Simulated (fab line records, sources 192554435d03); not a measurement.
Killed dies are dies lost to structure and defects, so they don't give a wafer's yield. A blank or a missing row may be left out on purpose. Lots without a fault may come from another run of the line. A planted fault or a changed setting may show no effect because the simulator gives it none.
Chamber matching | flow n5_finfet | N5_BEOL_M7_DEP_56 on pecvd-03: 3 sister chambers
The step deposits SiCN from 3MS/NH3, target thk 10 nm, time 17.5 s. 14 wafers are shown with their chamber, then 7 later ones without.

WAFERS WITH THEIR CHAMBER
wafer  | chamber | throttle_valve_pct (%) | showerhead_plenum_p_Torr (Torr)
L080.1 | 1       | 9.8                    | 3.670
L080.3 | 0       | 9.0                    | 3.676
L080.5 | 2       | 8.1                    | 3.667
L083.2 | 1       | 9.7                    | 3.675
L083.5 | 2       | 8.3                    | 3.657
L083.6 | 1       | 9.7                    | 3.686
L084.1 | 1       | 10.0                   | 3.676
L084.4 | 2       | 7.8                    | 3.671
L084.5 | 1       | 9.6                    | 3.683
L087.3 | 1       | 9.6                    | 3.669
L087.4 | 1       | 9.7                    | 3.678
L087.6 | 0       | 8.9                    | 3.680
L088.1 | 1       | 9.6                    | 3.673
L088.2 | 0       | 9.1                    | 3.673

SIGNATURES (means of the wafers above)
reading                  | chamber 0 | chamber 1 | chamber 2 | scatter within a chamber
throttle_valve_pct       | 9.000     | 9.713     | 8.067     | 0.158
showerhead_plenum_p_Torr | 3.67633   | 3.67625   | 3.66500   | 0.00585
Rule: a wafer's distance from a chamber is the root of the sum, over the readings, of the square of ((its reading less the chamber's mean) divided by the reading's scatter). The wafer belongs to the nearest chamber; if the next one is less than 2 further off, it can't be placed. The scatter: the root of (the sum of the squares of (reading less its chamber's mean) over the shown wafers, divided by (wafers less chambers)).

WAFERS WITHOUT THEIR CHAMBER
wafer  | throttle_valve_pct (%) | showerhead_plenum_p_Torr (Torr)
L088.6 | 8.6                    | 3.670
L092.1 | 8.9                    | 3.663
L092.2 | 10.1                   | 3.669
L092.3 | 8.4                    | 3.659
L093.3 | 8.9                    | 3.675
L093.4 | 8.2                    | 3.660
L093.6 | 8.8                    | 3.669

WHICH CHAMBER EACH WENT THROUGH
wafer  | from the rows above     | in truth
L088.6 | can't be placed: 0 or 2 | 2
L092.1 | 0                       | 0
L092.2 | 1                       | 1
L092.3 | 2                       | 2
L093.3 | 0                       | 0
L093.4 | 2                       | 2
L093.6 | 0                       | 0
Placed correctly: 6 of 7. Can't be placed from these rows: 1 (the true chamber is among the candidates in 1). Placed wrongly: 0.
